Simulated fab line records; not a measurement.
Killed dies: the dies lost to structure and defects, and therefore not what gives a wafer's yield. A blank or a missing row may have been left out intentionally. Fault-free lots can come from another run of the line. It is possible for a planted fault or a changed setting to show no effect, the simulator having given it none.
A struck lot beside a sound one    flow n5_finfet    20 out of 1938 route steps
Sound: the wafers L724.1, L724.2, L724.6. Wafers struck: L734.2, L734.3. The cause is named last.
Each step with rows lists, per side, the tool, then ch with its chambers, then its first start. Under that, the readings that differ: sound wafers    struck wafers    difference of the means    sigmas: that difference in standard deviations of wafers without a fault.
alike: readings with means less than 2 such deviations apart, plus words and numbers identical on both sides. not compared: withheld readings, readings lacking a value on some wafer, bounds such as >300 that could conceal the same value, and numbers that have no deviation in the record and whose values overlap.
A row with sigmas, a row that says differs or no value, or rows on one side alone: a step with any of these is where the two part. Numbers that don't overlap but have no deviation are shown without sigmas and don't part them. A reading missing from all wafers of one side parts the sides only when that side holds two or more wafers.

first, 9 steps without rows for these wafers: N5_PMOS_HMC_CHANNEL_EPI_HM_DEP_34 (deposits SiO2 from TEOS/O2, target thk 36 nm, time 6.9 s); N5_PMOS_HMC_CHANNEL_EPI_COAT_31 (time 60 s, resist thk 66 nm); N5_PMOS_HMC_CHANNEL_EPI_COAT_03 (resist thk 205 nm); N5_PMOS_HMC_CHANNEL_EPI_EBR_05; N5_PMOS_HMC_CHANNEL_EPI_SOFTBAKE_04 (time 60 s); N5_PMOS_HMC_CHANNEL_EPI_EXPOSE_06 (exposes mask PMOS HMC BLK, target cd 240 nm); N5_PMOS_HMC_CHANNEL_EPI_PEB_07 (peb time 60 s); N5_PMOS_HMC_CHANNEL_EPI_DEVELOP_08 (develop time 30 s); N5_PMOS_HMC_CHANNEL_EPI_DESCUM_14 (chemistry O2, time 7.9 s).
N5_PMOS_HMC_CHANNEL_EPI_ETCH_32: etches BARC in N2/H2, stops on SiO2, target depth 85.8 nm, time 50.3 s.
  sound on rie_diel-02 ch 1,2, day 1 17:06; struck on rie_diel-02 ch 1,3, day 4 05:57
reading                                                          sound              struck       difference  sigmas
model.CAR-ArF-block_of_PMOS_HMC_CHANNEL_EPI_COAT_03.thk_nm (nm)  135.2 133.3 132.9  99.08 97.94  -35.29      
model.PMOS_HMC_CHANNEL_EPI.cd_nm (nm)                            241.7 238.7 240.6  245.2 244.4  +4.5        
model.SiO2_of_PMOS_HMC_CHANNEL_EPI_HM_DEP_34.thk_nm (nm)         35.71 35.98 36.13  34.95 34.98  -0.97       
  alike: drypump_motor_current_A, oes_product_au, rf_vpp_V, showerhead_plenum_p_Torr, throttle_valve_pct
  not compared: rf_hours_counter_h
N5_PMOS_HMC_CHANNEL_EPI_HM_OPEN_15: chemistry CHF3/O2, target SiO2, target depth 40.6 nm, time 20.3 s.
  sound on rie_diel-02 ch 1,2, day 1 17:08; struck on rie_diel-02 ch 1,3, day 4 05:59
reading                                                          sound              struck       difference  sigmas
model.CAR-ArF-block_of_PMOS_HMC_CHANNEL_EPI_COAT_03.thk_nm (nm)  95.49 93.65 93.56  59.46 57.93  -35.54      
  alike: drypump_motor_current_A, oes_product_au, rf_vpp_V, showerhead_plenum_p_Torr, throttle_valve_pct
  not compared: rf_hours_counter_h
then, 3 steps without rows for these wafers: N5_PMOS_HMC_CHANNEL_EPI_STRIP_33 (strips in N2/H2); N5_PMOS_HMC_CHANNEL_EPI_STRIP_17 (strips in SPM, time 750 s); N5_PMOS_HMC_CHANNEL_EPI_ETCH_38 (etches SiO2 in CF4, target depth 1.5 nm).
N5_PMOS_HMC_CHANNEL_EPI_FIN_RECESS_16: chemistry HBr/Cl2, target Si, target depth 54 nm, time 18 s.
  sound on rie_si-02 ch 0,1,2, day 1 17:31; struck on rie_si-03 ch 1,3, day 4 06:22
reading                                sound            struck       difference  sigmas
model.PMOS_HMC_CHANNEL_EPI.cd_nm (nm)  241.7 238.9 241  245.4 244.4  +4.4        
  alike: HBr_flow_sccm, drypump_motor_current_A, oes_product_au, throttle_valve_pct
  not compared: rf_hours_counter_h
then, 1 step without rows for these wafers: N5_PMOS_HMC_CHANNEL_EPI_PRECLEAN_36 (cleans in O3/DIW, time 45 s).
N5_PMOS_HMC_CHANNEL_EPI_PRECLEAN_18: cleans in DHF, time 30 s.
  sound on wet_bench-06 ch 0,1,3, day 1 17:38; struck on wet_bench-06 ch 0,5, day 4 06:29
reading                                                   sound              struck       difference  sigmas
model.SiO2_of_PMOS_HMC_CHANNEL_EPI_HM_DEP_34.thk_nm (nm)  24.82 24.95 25.05  24.02 23.85  -1.00       
then, 1 step without rows for these wafers: N5_PMOS_HMC_CHANNEL_EPI_SRD_19 (time 30 s).
-- a jump in the record: the struck wafers' starts before and after are 7 days apart (it breaks off in module PMOS_HMC_CHANNEL_EPI and resumes in module BEOL_M4, where the first step shown is number 1111 of the route) --
N5_BEOL_M4_RC_MEAS_101:
  sound on prober-01 ch 0, day 8 08:40; struck on prober-02 ch 0, day 11 04:15
reading         sound           struck     difference  sigmas
DIBL_P (mV/V)   43.8 41.6 35.1  33.3 35.0  -6.0        -2
IOFF_N (nA/um)  0.30 0.23 0.12  0.12 0.14  -0.09       -2
SS_N (mV/dec)   72.9 72.9 71.1  70.4 70.6  -1.8        -2
  alike: DIBL_N, IOFF_P, ION_N, ION_P, SS_P, VT_N, VT_P
-- record jumps: 4 days separate the struck wafers' starts on either side; left off in module BEOL_M4, taken up again in module PASSIVATION, whose first shown step is the route's number 1936 --
N5_PASSIVATION_PROBE_49:
  rows exist in the record for the struck wafers here (prober-02, day 15 12:05), but not for the sound ones

WHERE THEY PART
Last at N5_PASSIVATION_PROBE_49 as far as this record goes, first at N5_BEOL_M4_RC_MEAS_101.

WHY: what the simulator had put in
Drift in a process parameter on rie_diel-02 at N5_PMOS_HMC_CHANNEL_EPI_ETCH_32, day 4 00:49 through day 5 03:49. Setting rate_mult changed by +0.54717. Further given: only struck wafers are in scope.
